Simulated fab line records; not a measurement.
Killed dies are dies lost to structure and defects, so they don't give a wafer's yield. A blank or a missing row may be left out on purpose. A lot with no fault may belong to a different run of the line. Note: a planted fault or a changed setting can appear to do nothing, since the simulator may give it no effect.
Matching of chambers + flow nand_harc + NHARC_P_M2_DESCUM_14 on rie_diel-12 has 4 sister chambers
The step chemistry O2, time 3 s. 33 wafers are shown with their chamber, then 12 later ones without.

## WAFERS, EACH WITH ITS CHAMBER
| wafer  | chamber | showerhead_plenum_p_Torr (Torr) | drypump_motor_current_A (A) | rf_vpp_V (V) |
|--------|---------|---------------------------------|-----------------------------|--------------|
| L074.2 | 3       | 2.07                            | 6.4                         | 58.3         |
| L074.5 | 3       | 2.07                            | 6.3                         | 57.5         |
| L074.6 | 2       | 2.05                            | 5.1                         | 57.6         |
| L078.4 | 3       | 2.07                            | 6.4                         | 58.7         |
| L078.5 | 1       | 2.00                            | 6.6                         | 57.3         |
| L078.6 | 0       | 1.79                            | 6.5                         | 56.4         |
| L082.2 | 0       | 1.78                            | 6.4                         | 56.5         |
| L082.5 | 1       | 2.00                            | 6.6                         | 58.7         |
| L082.6 | 0       | 1.78                            | 6.5                         | 56.6         |
| L084.4 | 1       | 2.00                            | 6.6                         | 59.1         |
| L084.5 | 0       | 1.78                            | 6.5                         | 57.0         |
| L084.6 | 1       | 2.00                            | 6.6                         | 57.5         |
| L085.1 | 1       | 2.00                            | 6.6                         | 59.4         |
| L085.4 | 2       | 2.05                            | 5.2                         | 58.6         |
| L085.6 | 2       | 2.04                            | 5.2                         | 58.6         |
| L085.2 | 3       | 2.07                            | 6.4                         | 58.0         |
| L085.3 | 0       | 1.78                            | 6.5                         | 56.9         |
| L085.5 | 1       | 2.00                            | 6.6                         | 57.2         |
| L086.1 | 1       | 2.00                            | 6.6                         | 57.8         |
| L086.2 | 2       | 2.04                            | 5.1                         | 58.3         |
| L086.6 | 1       | 2.00                            | 6.6                         | 57.8         |
| L089.2 | 2       | 2.04                            | 5.2                         | 58.9         |
| L089.4 | 3       | 2.07                            | 6.4                         | 57.9         |
| L089.5 | 0       | 1.78                            | 6.5                         | 58.0         |
| L091.1 | 3       | 2.07                            | 6.4                         | 57.7         |
| L091.3 | 2       | 2.04                            | 5.2                         | 58.7         |
| L091.5 | 1       | 2.00                            | 6.6                         | 58.1         |
| L093.1 | 3       | 2.07                            | 6.4                         | 59.1         |
| L093.3 | 1       | 2.00                            | 6.6                         | 58.5         |
| L093.4 | 3       | 2.07                            | 6.4                         | 57.7         |
| L094.2 | 0       | 1.78                            | 6.5                         | 57.2         |
| L094.4 | 1       | 2.00                            | 6.6                         | 58.4         |
| L094.6 | 1       | 2.00                            | 6.6                         | 58.0         |

SIGNATURES (means of the wafers above)
| reading                  | chamber 0 | chamber 1 | chamber 2 | chamber 3 | scatter within a chamber |
|--------------------------|-----------|-----------|-----------|-----------|--------------------------|
| showerhead_plenum_p_Torr | 1.7814    | 2.0000    | 2.0433    | 2.0700    | 0.00275                  |
| drypump_motor_current_A  | 6.486     | 6.600     | 5.167     | 6.388     | 0.0325                   |
| rf_vpp_V                 | 56.943    | 58.150    | 58.450    | 58.112    | 0.595                    |
Rule: distance of a wafer from a chamber = root of the sum over the readings of ((wafer's reading minus chamber's mean) / reading's scatter) squared. The wafer belongs to the nearest chamber; if the next one is less than 2 further off, it can't be placed. The scatter: the root of (the sum of the squares of (reading less its chamber's mean) over the shown wafers, divided by (wafers less chambers)).

## WAFERS WITHOUT THEIR CHAMBER
| wafer  | showerhead_plenum_p_Torr (Torr) | drypump_motor_current_A (A) | rf_vpp_V (V) |
|--------|---------------------------------|-----------------------------|--------------|
| L094.1 | 2.07                            | 6.4                         | 59.0         |
| L094.3 | 2.04                            | 5.2                         | 58.1         |
| L094.5 | 1.78                            | 6.5                         | 59.1         |
| L095.3 | 2.04                            | 5.2                         | 59.6         |
| L095.4 | 2.07                            | 6.4                         | 58.7         |
| L095.5 | 2.07                            | 6.4                         | 59.6         |
| L097.1 | 2.06                            | 6.4                         | 57.9         |
| L097.2 | 1.78                            | 6.5                         | 57.7         |
| L097.3 | 2.04                            | 5.2                         | 59.1         |
| L097.4 | 2.00                            | 6.6                         | 57.9         |
| L097.5 | 1.78                            | 6.4                         | 57.5         |
| L097.6 | 2.00                            | 6.6                         | 57.6         |

## EACH ONE'S CHAMBER
| wafer  | from the rows above | in truth |
|--------|---------------------|----------|
| L094.1 | 3                   | 3        |
| L094.3 | 2                   | 2        |
| L094.5 | 0                   | 0        |
| L095.3 | 2                   | 2        |
| L095.4 | 3                   | 3        |
| L095.5 | 3                   | 3        |
| L097.1 | 3                   | 3        |
| L097.2 | 0                   | 0        |
| L097.3 | 2                   | 2        |
| L097.4 | 1                   | 1        |
| L097.5 | 0                   | 0        |
| L097.6 | 1                   | 1        |
Placed correctly: 12 of 12. Left unplaced by these rows: 0. Wrongly placed: 0.
